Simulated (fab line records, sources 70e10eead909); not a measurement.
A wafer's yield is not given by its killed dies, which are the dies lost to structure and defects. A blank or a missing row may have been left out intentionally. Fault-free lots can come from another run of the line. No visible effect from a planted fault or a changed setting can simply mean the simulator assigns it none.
Struck lot and sound lot, side by side	flow nand-harc	14 steps out of a route of 1159
Sound: wafers L712.2, L712.4, L712.6. Struck: wafers L717.4, L717.5. (L717.3 of the same lot was not struck and is left out.) The cause comes at the end.
At each step with rows: each side's tool, then ch and its chambers, then its first start. Under that, the readings that differ: sound wafers	struck wafers	difference of the means	sigmas: that difference in standard deviations of wafers without a fault.
alike: readings whose means differ by less than 2 such deviations, and words and numbers that are the same on both sides. not compared: withheld readings, readings that some wafer has no value for, bounds like >300 that may hide the same value, and numbers for which the record gives no deviation and whose values overlap.
The two part at a step that has a row with sigmas, a row that says differs or no value, or rows on one side only. When numbers do not overlap yet have no deviation, they are printed without sigmas and do not part them. Lack of a reading on every wafer of one side parts them only where that side has two or more wafers.

first, 1 step without rows for these wafers: NHARC_A_ONON_D1_DEP_03 (target thk 1000 nm).
NHARC_A_ONON_D1_THK_MEAS_05: measures by ellipsometry.
  sound on film-metro-02, day 8 04:22; struck on film-metro-01, day 9 12:05
  alike: thk-nm
then, 1 step without rows for these wafers: NHARC_A_ONON_D1_DEP_06 (target thk 1000 nm).
NHARC_A_ONON_D1_THK_MEAS_08: measures by ellipsometry.
  sound on film-metro-01, day 8 04:56; struck on film-metro-01, day 9 12:40
  alike: thk-nm
then, 1 step without rows for these wafers: NHARC_A_ONON_D1_DEP_09 (target thk 1000 nm).
NHARC_A_ONON_D1_THK_MEAS_11: measures by ellipsometry.
  sound on film-metro-02, day 8 05:31; struck on film-metro-02, day 9 13:13
  alike: thk-nm
then, 1 step without rows for these wafers: NHARC_A_ONON_D1_DEP_12 (target thk 1000 nm).
NHARC_A_ONON_D1_THK_MEAS_14: measures by ellipsometry.
  sound on film-metro-02, day 8 06:05; struck on film-metro-01, day 9 13:47
  alike: thk-nm
then, 2 steps without rows for these wafers: NHARC_A_ONON_D1_ANNEAL_15 (time 3600 s); NHARC_A_ONON_D1_DEP_16 (target thk 1000 nm).
NHARC_A_ONON_D1_THK_MEAS_18: measures by ellipsometry.
  sound on film-metro-01, day 8 13:32; struck on film-metro-01, day 9 21:51
  alike: thk-nm
NHARC_A_ONON_D1_DEP_19: target thk 1000 nm.
  sound on pecvd-onon-02 ch 0, day 8 13:38; struck on pecvd-onon-02 ch 0, day 9 22:01
reading	sound	struck	difference	sigmas
sih4-flow-sccm (sccm)	210.5 211.9 210.7	209.5 209.8	-1.4	-2
NHARC_A_ONON_D1_THK_MEAS_21: measures by ellipsometry.
  sound on film-metro-02, day 8 14:05; struck on film-metro-01, day 9 22:25
reading	sound	struck	difference	sigmas
thk-nm (nm)	1007 1006 1006	1044 1045	+38	+5
then, 1 step without rows for these wafers: NHARC_A_ONON_D1_DEP_22 (target thk 1000 nm).

== WHERE THEY PART ==
Last at NHARC_A_ONON_D1_THK_MEAS_21 as far as this record goes, first at NHARC_A_ONON_D1_DEP_19.

WHY: what the simulator had put in
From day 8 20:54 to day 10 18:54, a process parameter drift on pecvd-onon-02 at NHARC_A_ONON_D1_DEP_19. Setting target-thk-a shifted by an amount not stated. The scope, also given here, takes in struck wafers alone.
